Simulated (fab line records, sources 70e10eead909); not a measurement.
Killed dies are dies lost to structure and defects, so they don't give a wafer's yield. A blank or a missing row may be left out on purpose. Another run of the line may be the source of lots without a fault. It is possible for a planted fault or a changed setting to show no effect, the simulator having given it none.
fab line records	flow nand-harc	part 1 of 2: steps 1 to 16 of 26
record: lots: 5	wafers: 15	last-day: 23
route steps=1159 shown A_STAIRCASE@579
lots that met no fault: from a run of the same line without faults
start-h: hours from the record's first day to the start of the lot's first wafer shown	wait-h: hours elapsed since this lot's preceding step	" identical to the entry in the row above	L1.1+2: one row covering several wafers at once	- no value, or no start given	* or withheld: withheld	< > ~ a bound
route shown NAME@n: names a module that has steps shown in the file, with the first one's number in the route	usual: the fault-free wafers' mean and standard deviation	same: alike in all rows	chamber/n: place in a boat	sites: readings site by site	_std_site: their standard deviation	_edge_site: the outer-site mean with the inner-site mean subtracted	radius-mm: for every site, how far away it sits from the centre of the wafer	mask NAME#n: copy n	behind: the tool/chamber that last shaped the wafer	hold: what put the lot on hold/how long, in hours/how the hold closed	device: names the non-switching transistor (n, p or np)	end of line: at the end of the route, the tests of the same wafers	a step without rows: its recipe alone	killed: count of dies lost to structure and defects at first sort (not the wafer's yield)	map: the dies of a wafer, with x for killed, . for not killed, _ for no die there
set.NAME: the setting that was run; set.NAME@STEP: the one run at that earlier step	model.NAME: the simulator's own value behind a step, which no gauge read
lots at some steps of the route; a table a step, a row a wafer
services: when a tool's chamber went out of use (start-h, in hours from the record's first day, below 0 if earlier), for how many hours, and the reason
== steps ==
step: NHARC_A_STAIRCASE_HARDBAKE_185
recipe: temp-c: 120	time-s: 140
usual: chill-plate-temp-C: 22.99/0.099
lot.wafer	tool	chamber	start-h	wait-h	chill-plate-temp-C
L076.3	litho-track-07	0	256.17	-	23.04
L076.4	"	0	"	"	23.11
L076.6	"	0	"	"	23.05
L078.2	litho-track-07	0	262.29	-	22.80
L078.4	"	0	"	"	22.73
L078.6	"	0	"	"	22.82
L080.1	litho-track-05	0	273.15	-	23.14
L080.2	"	0	"	"	23.07
L080.6	"	0	"	"	23.01
L083.4	litho-track-03	0	282.31	-	22.93
L083.5	"	0	"	"	23.06
L083.6	"	0	"	"	22.89
L093.1	litho-track-07	0	350.61	-	22.99
L093.2	"	0	"	"	22.99
L093.4	"	0	"	"	23.00
step: NHARC_A_STAIRCASE_DESCUM_186
recipe: time-s: 3	o2-flow-sccm: 200	ar-flow-sccm: 0	bias-power-w: 0	chemistry: O2
usual: drypump-motor-current-A: 5.7/0.47	oes-product-au: 1.003/0.016	rf-vpp-V: 57.9/0.89	showerhead-plenum-p-Torr: 1.91/0.1	throttle-valve-pct: 11.311/0.0086
lot.wafer	tool	chamber	start-h	wait-h	drypump-motor-current-A	oes-product-au	rf-hours-counter-h	rf-vpp-V	showerhead-plenum-p-Torr	throttle-valve-pct
L076.3	rie-diel-13	2	256.27	-	5.4	1.019	60	57.7	2.01	11.306
L076.4	"	3	"	"	4.9	1.018	54	59.8	1.80	11.314
L076.6	"	1	"	"	5.6	0.980	-	56.7	1.86	11.300
L078.2	rie-diel-10	1	262.38	-	6.3	1.004	38	56.9	1.76	11.319
L078.6	"	1	"	"	6.3	1.003	-	58.2	1.76	11.321
L078.4	"	3	"	"	6.0	0.996	-	57.9	1.97	11.301
L080.1	rie-diel-10	3	273.25	-	6.0	0.991	42	58.0	1.97	11.317
L080.2	"	1	"	"	6.3	0.988	41	56.1	1.76	11.299
L080.6	"	3	"	"	6.0	0.991	-	58.7	1.97	11.308
L083.4	rie-diel-10	0	282.44	-	6.3	0.979	12	58.7	2.03	11.299
L083.6	"	3	"	"	6.0	0.979	-	59.0	1.96	11.315
L083.5	"	0	"	"	6.2	0.979	-	59.0	2.03	11.302
L093.2	rie-diel-13	1	350.71	-	5.6	0.997	27	57.4	1.85	11.325
L093.4	"	2	"	"	5.4	0.994	25	58.3	2.00	11.313
L093.1	"	0	"	"	5.3	1.017	26	57.1	2.07	11.302
step: NHARC_A_STAIRCASE_TRIM_187
recipe: time-s: 211.2	o2-flow-sccm: 500	ar-flow-sccm: 0	bias-w: 0	chemistry: O2
usual: drypump-motor-current-A: 5.7/0.46	oes-product-au: 1.003/0.016	rf-vpp-V: 57.8/0.99	showerhead-plenum-p-Torr: 3.52/0.17	throttle-valve-pct: 17.036/0.0084
lot.wafer	tool	chamber	start-h	wait-h	drypump-motor-current-A	oes-product-au	rf-hours-counter-h	rf-vpp-V	showerhead-plenum-p-Torr	throttle-valve-pct
L076.4	rie-diel-13	3	256.37	0.1	4.9	1.018	54	56.8	3.34	17.038
L076.3	"	0	"	"	5.3	1.048	62	58.5	3.27	17.040
L076.6	"	2	"	"	5.4	1.027	-	56.0	3.69	17.036
L078.2	rie-diel-10	1	262.52	0.1	6.3	1.004	38	58.0	3.27	17.034
L078.6	"	2	"	"	5.6	1.005	-	58.2	3.43	17.034
L078.4	"	1	"	"	6.3	1.003	-	56.1	3.27	17.031
L080.1	rie-diel-10	2	273.34	0.1	5.6	1.000	39	56.5	3.43	17.028
L080.2	"	3	"	"	6.0	1.002	42	57.8	3.62	17.045
L080.6	"	2	"	"	5.6	1.000	-	57.7	3.43	17.039
L083.4	rie-diel-10	3	282.69	0.2	6.0	0.995	45	58.9	3.62	17.049
L083.6	"	1	"	"	6.3	1.002	-	56.2	3.27	17.036
L083.5	"	2	"	"	5.6	1.010	-	59.5	3.42	17.043
L093.1	rie-diel-13	3	350.80	0.1	5.0	1.017	25	56.9	3.32	17.027
L093.4	"	0	"	"	5.2	1.033	26	59.1	3.79	17.041
L093.2	"	1	"	"	5.6	0.986	27	58.5	3.42	17.019
step: NHARC_A_STAIRCASE_ETCH_188
recipe: target-depth-a: 1000	time-s: 40.5	ion-energy-ev: 400	c4f8-flow-sccm: 20	o2-flow-sccm: 10	ar-flow-sccm: withheld	rf-w: 600	bias-w: 1000	chemistry: C4F8/O2
usual: oes-product-au: 0.939/0.017	rf-vpp-V: 895/6.4
lot.wafer	tool	chamber	start-h	wait-h	oes-product-au	rf-hours-counter-h	rf-vpp-V
L076.4	rie-diel-13	1	-	-	0.910	63	893
L076.3	"	2	"	"	0.944	61	900
L076.6	"	0	"	"	0.965	-	886
L078.2	rie-diel-10	3	-	-	0.925	39	899
L078.4	"	2	"	"	0.924	-	892
L078.6	"	1	"	"	0.936	-	885
L080.2	rie-diel-10	2	-	-	0.944	39	893
L080.1	"	0	"	"	0.955	8	904
L080.6	"	2	"	"	0.955	-	891
L083.4	rie-diel-10	0	-	-	0.923	14	903
L083.5	"	3	"	"	0.933	-	899
L083.6	"	0	"	"	0.930	-	903
L093.4	rie-diel-13	1	-	-	0.935	27	894
L093.2	"	2	"	"	0.938	26	901
L093.1	"	0	"	"	0.961	26	905
step: NHARC_A_STAIRCASE_TRIM_189
recipe: time-s: 211.2	o2-flow-sccm: 500	ar-flow-sccm: 0	bias-w: 0	chemistry: O2
usual: drypump-motor-current-A: 5.7/0.46	oes-product-au: 1.004/0.015	rf-vpp-V: 57.8/0.88	showerhead-plenum-p-Torr: 3.52/0.17	throttle-valve-pct: 17.036/0.0091
lot.wafer	tool	chamber	start-h	wait-h	drypump-motor-current-A	oes-product-au	rf-hours-counter-h	rf-vpp-V	showerhead-plenum-p-Torr	throttle-valve-pct
L076.4	rie-diel-13	0	-	-	5.2	1.041	62	57.0	3.27	17.040
L076.3	"	1	"	"	5.6	0.986	63	57.3	3.44	17.025
L076.6	"	1	"	"	5.6	0.978	-	58.4	3.44	17.030
L078.2	rie-diel-10	3	-	-	6.0	0.995	39	56.4	3.62	17.022
L078.6	"	2	"	"	5.7	1.004	-	58.4	3.43	17.024
L078.4	"	3	"	"	6.0	0.991	-	58.4	3.62	17.032
L080.1	rie-diel-10	3	-	-	6.0	0.996	42	57.8	3.62	17.033
L080.2	"	0	"	"	6.3	0.992	8	58.1	3.73	17.034
L080.6	"	2	"	"	5.6	1.005	-	57.3	3.43	17.031
L083.4	rie-diel-10	3	-	-	6.0	0.995	47	58.9	3.61	17.032
L083.6	"	3	"	"	6.0	0.987	-	58.5	3.61	17.054
L083.5	"	0	"	"	6.3	0.989	-	59.0	3.73	17.036
L093.4	rie-diel-13	2	-	-	5.4	0.993	26	60.4	3.67	17.037
L093.2	"	3	"	"	5.0	1.017	25	58.7	3.32	17.044
L093.1	"	1	"	"	5.6	0.994	27	58.4	3.42	17.030
step: NHARC_A_STAIRCASE_ETCH_190
recipe: target-depth-a: 1000	time-s: 40.5	ion-energy-ev: 400	c4f8-flow-sccm: 20	o2-flow-sccm: 10	ar-flow-sccm: withheld	rf-w: 600	bias-w: 1000	chemistry: C4F8/O2
usual: oes-product-au: 0.942/0.019	rf-vpp-V: 896/6.5
lot.wafer	tool	chamber	start-h	wait-h	oes-product-au	rf-hours-counter-h	rf-vpp-V
L076.4	rie-diel-13	3	-	-	0.964	54	889
L076.3	"	0	"	"	0.987	62	887
L076.6	"	2	"	"	0.953	-	903
L078.2	rie-diel-10	2	-	-	0.944	36	893
L078.4	"	3	"	"	0.932	-	898
L078.6	"	1	"	"	0.942	-	884
L080.2	rie-diel-10	1	-	-	0.939	42	887
L080.1	"	3	"	"	0.946	42	899
L080.6	"	1	"	"	0.947	-	888
L083.4	rie-diel-10	2	-	-	0.940	44	893
L083.6	"	2	"	"	0.940	-	894
L083.5	"	3	"	"	0.936	-	899
L093.4	rie-diel-13	1	-	-	0.920	27	892
L093.1	"	3	"	"	0.942	25	888
L093.2	"	0	"	"	0.938	26	906
step: NHARC_A_STAIRCASE_TRIM_191
recipe: time-s: 211.2	o2-flow-sccm: 500	ar-flow-sccm: 0	bias-w: 0	chemistry: O2
usual: drypump-motor-current-A: 5.7/0.46	oes-product-au: 1.004/0.017	rf-vpp-V: 57.7/0.91	showerhead-plenum-p-Torr: 3.52/0.17	throttle-valve-pct: 17.038/0.0095
lot.wafer	tool	chamber	start-h	wait-h	drypump-motor-current-A	oes-product-au	rf-hours-counter-h	rf-vpp-V	showerhead-plenum-p-Torr	throttle-valve-pct
L076.4	rie-diel-13	0	-	-	5.3	1.056	62	56.7	3.27	17.037
L076.3	"	3	"	"	4.9	1.022	54	56.5	3.34	17.055
L076.6	"	0	"	"	5.3	1.054	-	58.1	3.27	17.035
L078.2	rie-diel-10	2	-	-	5.6	1.014	36	58.5	3.43	17.025
L078.6	"	2	"	"	5.6	1.009	-	57.5	3.43	17.047
L078.4	"	3	"	"	6.0	1.000	-	58.4	3.62	17.038
L080.2	rie-diel-10	2	-	-	5.6	1.004	39	57.2	3.42	17.023
L080.1	"	3	"	"	6.0	0.997	42	57.1	3.62	17.022
L080.6	"	1	"	"	6.3	0.997	-	57.2	3.27	17.031
L083.4	rie-diel-10	3	-	-	6.0	0.992	47	58.8	3.61	17.050
L083.6	"	0	"	"	6.3	1.000	-	57.7	3.73	17.049
L083.5	"	1	"	"	6.3	1.005	-	57.6	3.27	17.033
L093.4	rie-diel-13	1	-	-	5.6	0.996	27	56.4	3.42	17.031
L093.2	"	2	"	"	5.4	1.000	26	58.0	3.67	17.040
L093.1	"	0	"	"	5.2	1.025	26	59.4	3.79	17.018
step: NHARC_A_STAIRCASE_ETCH_192
recipe: target-depth-a: 1000	time-s: 40.5	ion-energy-ev: 400	c4f8-flow-sccm: 20	o2-flow-sccm: 10	ar-flow-sccm: withheld	rf-w: 600	bias-w: 1000	chemistry: C4F8/O2
usual: oes-product-au: 0.943/0.016	rf-vpp-V: 896/6.4
lot.wafer	tool	chamber	start-h	wait-h	oes-product-au	rf-hours-counter-h	rf-vpp-V
L076.3	rie-diel-13	1	-	-	0.923	65	891
L076.4	"	3	"	"	0.959	56	888
L076.6	"	2	"	"	0.951	-	901
L078.2	rie-diel-10	1	-	-	0.936	39	886
L078.4	"	1	"	"	0.940	-	886
L078.6	"	2	"	"	0.952	-	893
L080.1	rie-diel-10	2	-	-	0.950	39	892
L080.2	"	3	"	"	0.943	42	901
L080.6	"	1	"	"	0.948	-	886
L083.4	rie-diel-10	3	-	-	0.925	47	898
L083.6	"	1	"	"	0.928	-	887
L083.5	"	2	"	"	0.939	-	891
L093.1	rie-diel-13	1	-	-	0.933	27	893
L093.4	"	3	"	"	0.952	25	887
L093.2	"	0	"	"	0.957	26	906
step: NHARC_A_STAIRCASE_TRIM_193
recipe: time-s: 211.2	o2-flow-sccm: 500	ar-flow-sccm: 0	bias-w: 0	chemistry: O2
usual: drypump-motor-current-A: 5.7/0.45	oes-product-au: 1.004/0.014	rf-vpp-V: 57.7/0.94	showerhead-plenum-p-Torr: 3.53/0.17	throttle-valve-pct: 17.035/0.0092
lot.wafer	tool	chamber	start-h	wait-h	drypump-motor-current-A	oes-product-au	rf-hours-counter-h	rf-vpp-V	showerhead-plenum-p-Torr	throttle-valve-pct
L076.3	rie-diel-13	2	-	-	5.5	1.022	63	58.5	3.69	17.019
L076.4	"	3	"	"	5.0	1.008	56	58.8	3.34	17.036
L076.6	"	2	"	"	5.4	1.015	-	57.8	3.69	17.033
L078.2	rie-diel-10	2	-	-	5.6	1.014	36	57.7	3.43	17.038
L078.4	"	1	"	"	6.3	1.014	-	55.3	3.27	17.041
L078.6	"	3	"	"	6.0	1.004	-	59.2	3.62	17.030
L080.2	rie-diel-10	3	-	-	6.0	1.000	42	57.1	3.62	17.036
L080.1	"	1	"	"	6.3	1.007	42	56.3	3.27	17.039
L080.6	"	3	"	"	6.0	0.998	-	59.0	3.62	17.030
L083.4	rie-diel-10	1	-	-	6.3	0.999	49	56.5	3.27	17.039
L083.6	"	1	"	"	6.3	0.993	-	56.7	3.27	17.051
L083.5	"	2	"	"	5.6	1.009	-	57.4	3.42	17.043
L093.2	rie-diel-13	1	-	-	5.6	0.996	27	58.5	3.42	17.033
L093.4	"	2	"	"	5.5	0.991	26	59.6	3.67	17.036
L093.1	"	3	"	"	4.9	1.024	25	56.7	3.32	17.036
step: NHARC_A_STAIRCASE_ETCH_194
recipe: target-depth-a: 1000	time-s: 40.5	ion-energy-ev: 400	c4f8-flow-sccm: 20	o2-flow-sccm: 10	ar-flow-sccm: withheld	rf-w: 600	bias-w: 1000	chemistry: C4F8/O2
usual: oes-product-au: 0.943/0.014	rf-vpp-V: 896/6.3
lot.wafer	tool	chamber	start-h	wait-h	oes-product-au	rf-hours-counter-h	rf-vpp-V
L076.3	rie-diel-13	0	-	-	0.972	63	886
L076.4	"	1	"	"	0.940	65	893
L076.6	"	3	"	"	0.951	-	889
L078.2	rie-diel-10	2	-	-	0.953	36	892
L078.6	"	3	"	"	0.949	-	900
L078.4	"	1	"	"	0.956	-	885
L080.2	rie-diel-10	1	-	-	0.947	42	886
L080.1	"	3	"	"	0.944	42	899
L080.6	"	2	"	"	0.951	-	891
L083.4	rie-diel-10	3	-	-	0.923	47	899
L083.6	"	2	"	"	0.939	-	891
L083.5	"	3	"	"	0.917	-	898
L093.4	rie-diel-13	0	-	-	0.953	27	904
L093.2	"	1	"	"	0.930	27	893
L093.1	"	2	"	"	0.942	26	901
step: NHARC_A_STAIRCASE_TRIM_196
recipe: time-s: 211.2	o2-flow-sccm: 500	ar-flow-sccm: 0	bias-w: 0	chemistry: O2
usual: drypump-motor-current-A: 5.8/0.45	oes-product-au: 1.000/0.013	rf-vpp-V: 57.7/0.92	showerhead-plenum-p-Torr: 3.51/0.15	throttle-valve-pct: 17.035/0.01
lot.wafer	tool	chamber	start-h	wait-h	drypump-motor-current-A	oes-product-au	rf-hours-counter-h	rf-vpp-V	showerhead-plenum-p-Torr	throttle-valve-pct
L076.3	rie-diel-11	3	258.96	0.1	5.9	0.996	27	56.3	3.49	17.034
L076.4	"	1	"	"	5.2	0.975	28	56.4	3.33	17.036
L076.6	"	2	"	"	6.5	0.993	-	58.9	3.58	17.030
L078.2	rie-diel-10	1	263.70	0.1	6.3	1.002	39	56.5	3.27	17.047
L078.6	"	3	"	"	6.0	0.996	-	57.7	3.62	17.042
L078.4	"	1	"	"	6.3	1.000	-	57.6	3.27	17.034
L080.2	rie-diel-11	3	274.35	0.1	5.9	1.003	30	58.5	3.49	17.036
L080.1	"	2	"	"	6.5	0.987	6	57.9	3.58	17.051
L080.6	"	3	"	"	5.9	1.001	-	57.0	3.49	17.042
L083.4	rie-diel-11	0	287.08	0.1	6.1	0.994	39	57.4	3.56	17.039
L083.5	"	0	"	"	6.1	1.001	-	56.9	3.56	17.036
L083.6	"	1	"	"	5.2	0.977	-	58.2	3.32	17.029
L093.2	rie-diel-11	0	352.13	0.1	6.1	0.996	61	57.9	3.55	17.033
L093.1	"	1	"	"	5.2	0.969	64	55.4	3.31	17.044
L093.4	"	3	"	"	5.9	1.002	61	58.2	3.47	17.031
step: NHARC_A_STAIRCASE_ETCH_197
recipe: target-depth-a: 1000	time-s: 40.5	ion-energy-ev: 400	c4f8-flow-sccm: 20	o2-flow-sccm: 10	ar-flow-sccm: withheld	rf-w: 600	bias-w: 1000	chemistry: C4F8/O2
usual: oes-product-au: 0.951/0.018	rf-vpp-V: 896/5.8
lot.wafer	tool	chamber	start-h	wait-h	oes-product-au	rf-hours-counter-h	rf-vpp-V
L076.4	rie-diel-11	2	-	-	0.928	2	898
L076.3	"	3	"	"	0.950	27	895
L076.6	"	2	"	"	0.931	-	899
L078.2	rie-diel-10	2	-	-	0.962	36	893
L078.4	"	3	"	"	0.942	-	900
L078.6	"	1	"	"	0.951	-	886
L080.1	rie-diel-11	1	-	-	0.948	32	890
L080.2	"	3	"	"	0.960	30	895
L080.6	"	1	"	"	0.944	-	888
L083.4	rie-diel-11	2	-	-	0.967	13	899
L083.6	"	2	"	"	0.960	-	897
L083.5	"	3	"	"	0.971	-	895
L093.2	rie-diel-11	1	-	-	0.952	64	886
L093.1	"	2	"	"	0.976	38	897
L093.4	"	3	"	"	0.984	61	895
step: NHARC_A_STAIRCASE_TRIM_198
recipe: time-s: 211.2	o2-flow-sccm: 500	ar-flow-sccm: 0	bias-w: 0	chemistry: O2
usual: drypump-motor-current-A: 5.8/0.45	oes-product-au: 1.002/0.014	rf-vpp-V: 57.8/0.89	showerhead-plenum-p-Torr: 3.52/0.16	throttle-valve-pct: 17.037/0.0096
lot.wafer	tool	chamber	start-h	wait-h	drypump-motor-current-A	oes-product-au	rf-hours-counter-h	rf-vpp-V	showerhead-plenum-p-Torr	throttle-valve-pct
L076.3	rie-diel-11	2	-	-	6.5	0.989	2	56.2	3.58	17.042
L076.4	"	3	"	"	5.9	1.003	27	59.6	3.49	17.038
L076.6	"	3	"	"	5.9	1.004	-	58.0	3.49	17.049
L078.2	rie-diel-10	1	-	-	6.3	0.999	39	56.9	3.27	17.027
L078.6	"	2	"	"	5.6	1.003	-	57.6	3.43	17.029
L078.4	"	3	"	"	6.0	0.995	-	58.2	3.62	17.046
L080.2	rie-diel-11	1	-	-	5.2	0.975	32	58.0	3.33	17.034
L080.1	"	2	"	"	6.5	0.990	6	58.4	3.58	17.031
L080.6	"	3	"	"	5.9	0.999	-	56.1	3.49	17.041
L083.4	rie-diel-11	3	-	-	5.9	0.994	37	58.1	3.48	17.034
L083.6	"	0	"	"	6.0	1.000	-	57.6	3.56	17.046
L083.5	"	1	"	"	5.2	0.974	-	57.3	3.32	17.032
L093.2	rie-diel-11	0	-	-	6.1	0.998	61	59.0	3.55	17.015
L093.4	"	1	"	"	5.2	0.979	64	56.7	3.31	17.038
L093.1	"	2	"	"	6.5	0.977	38	58.7	3.56	17.042
step: NHARC_A_STAIRCASE_ETCH_199
recipe: target-depth-a: 1000	time-s: 40.5	ion-energy-ev: 400	c4f8-flow-sccm: 20	o2-flow-sccm: 10	ar-flow-sccm: withheld	rf-w: 600	bias-w: 1000	chemistry: C4F8/O2
usual: oes-product-au: 0.944/0.015	rf-vpp-V: 895/6.1
lot.wafer	tool	chamber	start-h	wait-h	oes-product-au	rf-hours-counter-h	rf-vpp-V
L076.3	rie-diel-11	2	-	-	0.931	3	898
L076.4	"	3	"	"	0.956	27	894
L076.6	"	1	"	"	0.920	-	887
L078.4	rie-diel-10	3	-	-	0.943	39	898
L078.2	"	2	"	"	0.953	36	893
L078.6	"	3	"	"	0.943	-	897
L080.1	rie-diel-11	0	-	-	0.941	31	898
L080.2	"	1	"	"	0.936	32	888
L080.6	"	0	"	"	0.940	-	899
L083.4	rie-diel-11	2	-	-	0.959	13	898
L083.5	"	0	"	"	0.939	-	897
L083.6	"	1	"	"	0.910	-	887
L093.2	rie-diel-11	0	-	-	0.940	61	896
L093.4	"	1	"	"	0.943	64	888
L093.1	"	2	"	"	0.970	38	898
step: NHARC_A_STAIRCASE_TRIM_200
recipe: time-s: 211.2	o2-flow-sccm: 500	ar-flow-sccm: 0	bias-w: 0	chemistry: O2
usual: drypump-motor-current-A: 5.8/0.47	oes-product-au: 1.000/0.013	rf-vpp-V: 57.8/0.89	showerhead-plenum-p-Torr: 3.51/0.16	throttle-valve-pct: 17.036/0.0093
lot.wafer	tool	chamber	start-h	wait-h	drypump-motor-current-A	oes-product-au	rf-hours-counter-h	rf-vpp-V	showerhead-plenum-p-Torr	throttle-valve-pct
L076.4	rie-diel-11	2	-	-	6.5	0.987	3	58.3	3.58	17.014
L076.3	"	3	"	"	5.9	1.002	27	57.1	3.49	17.043
L076.6	"	2	"	"	6.5	0.982	-	57.8	3.58	17.042
L078.4	rie-diel-10	1	-	-	6.3	1.009	39	56.9	3.27	17.047
L078.2	"	0	"	"	6.3	0.996	6	58.3	3.73	17.040
L078.6	"	1	"	"	6.3	0.998	-	56.6	3.27	17.051
L080.2	rie-diel-11	3	-	-	5.9	1.011	31	58.7	3.49	17.017
L080.1	"	2	"	"	6.5	0.998	6	57.6	3.58	17.059
L080.6	"	0	"	"	6.1	0.993	-	57.3	3.57	17.031
L083.4	rie-diel-11	1	-	-	5.2	0.973	40	58.8	3.32	17.025
L083.5	"	0	"	"	6.0	0.997	-	57.6	3.56	17.040
L083.6	"	1	"	"	5.2	0.980	-	57.7	3.32	17.047
L093.2	rie-diel-11	0	-	-	6.1	1.006	62	56.5	3.55	17.035
L093.4	"	2	"	"	6.5	0.986	38	59.2	3.56	17.024
L093.1	"	3	"	"	5.9	1.005	61	58.2	3.47	17.053
step: NHARC_A_STAIRCASE_ETCH_201
recipe: target-depth-a: 1000	time-s: 40.5	ion-energy-ev: 400	c4f8-flow-sccm: 20	o2-flow-sccm: 10	ar-flow-sccm: withheld	rf-w: 600	bias-w: 1000	chemistry: C4F8/O2
usual: oes-product-au: 0.940/0.012	rf-vpp-V: 895/5.9
lot.wafer	tool	chamber	start-h	wait-h	oes-product-au	rf-hours-counter-h	rf-vpp-V
L076.4	rie-diel-11	3	-	-	0.931	27	895
L076.3	"	1	"	"	0.922	28	888
L076.6	"	3	"	"	0.933	-	896
L078.2	rie-diel-10	1	-	-	0.925	39	886
L078.4	"	2	"	"	0.948	36	891
L078.6	"	1	"	"	0.951	-	886
L080.2	rie-diel-11	0	-	-	0.937	32	899
L080.1	"	2	"	"	0.944	6	897
L080.6	"	1	"	"	0.932	-	889
L083.4	rie-diel-11	1	-	-	0.934	40	889
L083.6	"	1	"	"	0.923	-	888
L083.5	"	2	"	"	0.956	-	897
L093.2	rie-diel-11	2	-	-	0.960	38	896
L093.4	"	3	"	"	0.952	61	893
L093.1	"	0	"	"	0.932	62	896
